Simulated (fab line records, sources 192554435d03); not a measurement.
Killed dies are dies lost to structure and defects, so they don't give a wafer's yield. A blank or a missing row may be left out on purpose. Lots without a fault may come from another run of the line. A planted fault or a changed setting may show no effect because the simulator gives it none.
A struck lot beside a sound one | flow n5_finfet | 37 steps out of a route of 1938
Sound: wafers L871.1, L871.2, L871.3. Struck: wafers L854.3, L854.4, L854.5. The cause comes at the end.
At each step with rows: each side's tool, then ch and its chambers, then its first start. Under that, the readings that differ: sound wafers | struck wafers | difference of the means | sigmas: that difference in standard deviations of wafers without a fault.
alike: readings whose means differ by less than 2 such deviations, and words and numbers that are the same on both sides. not compared: withheld readings, readings that some wafer has no value for, bounds like >300 that may hide the same value, and numbers for which the record gives no deviation and whose values overlap.
The two part at a step that has a row with sigmas, a row that says differs or no value, or rows on one side only. Numbers that don't overlap but have no deviation are shown without sigmas and don't part them. A reading that every wafer of one side lacks parts them only if that side has two wafers or more.

first, 9 steps without rows for these wafers: N5_BEOL_M4_ANNEAL_95 (time 240 s); N5_BEOL_M4_SPUTTER_96 (material Cu, target thk 4.5 nm, time 8.29 s); N5_BEOL_M4_ECD_50 (material Cu, target thk 300 nm); N5_BEOL_M4_ANNEAL_51 (time 90 s); N5_BEOL_M4_CMP_52 (polishes, stops on SiOC, t overpolish 6.8 s, target thk 40 nm); N5_BEOL_M4_PRE_CLEAN_60 (time 15 s); N5_BEOL_M4_CO_CAP_55 (material Co, precursor CCTBA/H2, target thk 2 nm, time 102.1 s); N5_BEOL_M4_PRE_CLEAN_56 (time 15 s); N5_BEOL_M4_DEP_57 (deposits SiCN from 3MS/NH3, target thk 8 nm, time 14 s).
N5_BEOL_M4_RC_MEAS_101:
  sound on prober-01 ch 0, day 13 07:44; struck on prober-01 ch 0, day 9 05:26
  alike: DIBL_N, DIBL_P, IOFF_N, IOFF_P, ION_N, ION_P, SS_N, SS_P, VT_N, VT_P
then, 24 steps without rows for these wafers: N5_BEOL_M5_ILD_DEP_00 (deposits SiCOH lowk from DEMS/porogen, target thk 140.64 nm, time 25.9 s); N5_BEOL_M5_CURE_79 (cures SiCOH lowk, time 240 s); N5_BEOL_M5_PECVD_70 (deposits SiO2 from TEOS/O2, target thk 16 nm, time 18 s); N5_BEOL_M5_HM_DEP_02 (deposits TiN, target thk 20 nm); N5_BEOL_M5_COAT_59 (time 60 s, resist thk 60 nm); N5_BEOL_M5_COAT_60 (time 60 s, resist thk 12 nm); N5_BEOL_M5_COAT_71 (time 60 s, resist thk 5 nm); N5_BEOL_M5_COAT_05 (resist thk 30 nm); N5_BEOL_M5_EBR_07; N5_BEOL_M5_SOFTBAKE_06 (time 60 s); N5_BEOL_M5_EXPOSE_08 (exposes mask M5, target cd 28 nm); N5_BEOL_M5_PEB_09 (peb time 60 s); N5_BEOL_M5_DEVELOP_10 (develop time 30 s); N5_BEOL_M5_DESCUM_16 (chemistry O2, time 7 s); N5_BEOL_M5_ETCH_72 (etches underlayer in N2/H2, target depth 6.5 nm, time 5.2 s); N5_BEOL_M5_ETCH_61 (etches SiARC in CF4, target depth 15.6 nm, time 26 s); N5_BEOL_M5_ETCH_62 (etches SOC in N2/H2, target depth 75 nm, overetch 15 nm, time 112.5 s); N5_BEOL_M5_STRIP_63 (strips in N2/H2); N5_BEOL_M5_STRIP_73 (strips in N2/H2); N5_BEOL_M5_STRIP_64 (strips in CF4); N5_BEOL_M5_HM_OPEN_17 (chemistry Cl2/BCl3, target TiN, target depth 20 nm, overetch 6 nm); N5_BEOL_M5_STRIP_19 (strips in O2); N5_BEOL_M5_COAT_65 (time 60 s, resist thk 60 nm); N5_BEOL_M5_COAT_66 (time 60 s, resist thk 12 nm).
N5_BEOL_M10_ANNEAL_51: time 90 s.
  sound on rtp_anneal-01 ch 0, day 15 17:08; struck on rtp_anneal-02, day 11 03:56
  no value came back on the struck wafers for anneal_temp_c (C), anneal_temp_c_max, wafer_temp_C_max; on the sound wafers anneal_temp_c (C) reads 224.88 224.97 224.94
N5_BEOL_M10_CMP_52: polishes, stops on SiCOH lowk, t overpolish 7 s, target thk 140 nm.
  sound on cmp-02 ch 0,1,2, day 15 17:26; struck on cmp-03 ch 0,1,2, day 11 04:09
  reading                      | sound          | struck         | difference | sigmas
  barrier_field_endpoint_s (s) | 31.0 28.4 29.1 | 35.0 33.3 33.6 | +4.5       | +4
  time_to_endpoint_s (s)       | 76 63 69       | 86 86 85       | +16        | +3
  alike: motor_current_A, overpolish_run_s
-- the record jumps here: 2 days lie between the struck wafers' starts before and after (it left off in module BEOL_M10 and takes up again in module PASSIVATION, whose first step shown is number 1936 of the route) --
N5_PASSIVATION_PROBE_49:
  the record has rows for the struck wafers here (prober-01, day 13 04:13) and none for the sound ones

WHERE THEY PART
First at N5_BEOL_M10_ANNEAL_51; last, within this record, at N5_PASSIVATION_PROBE_49.

WHY: what the simulator had put in
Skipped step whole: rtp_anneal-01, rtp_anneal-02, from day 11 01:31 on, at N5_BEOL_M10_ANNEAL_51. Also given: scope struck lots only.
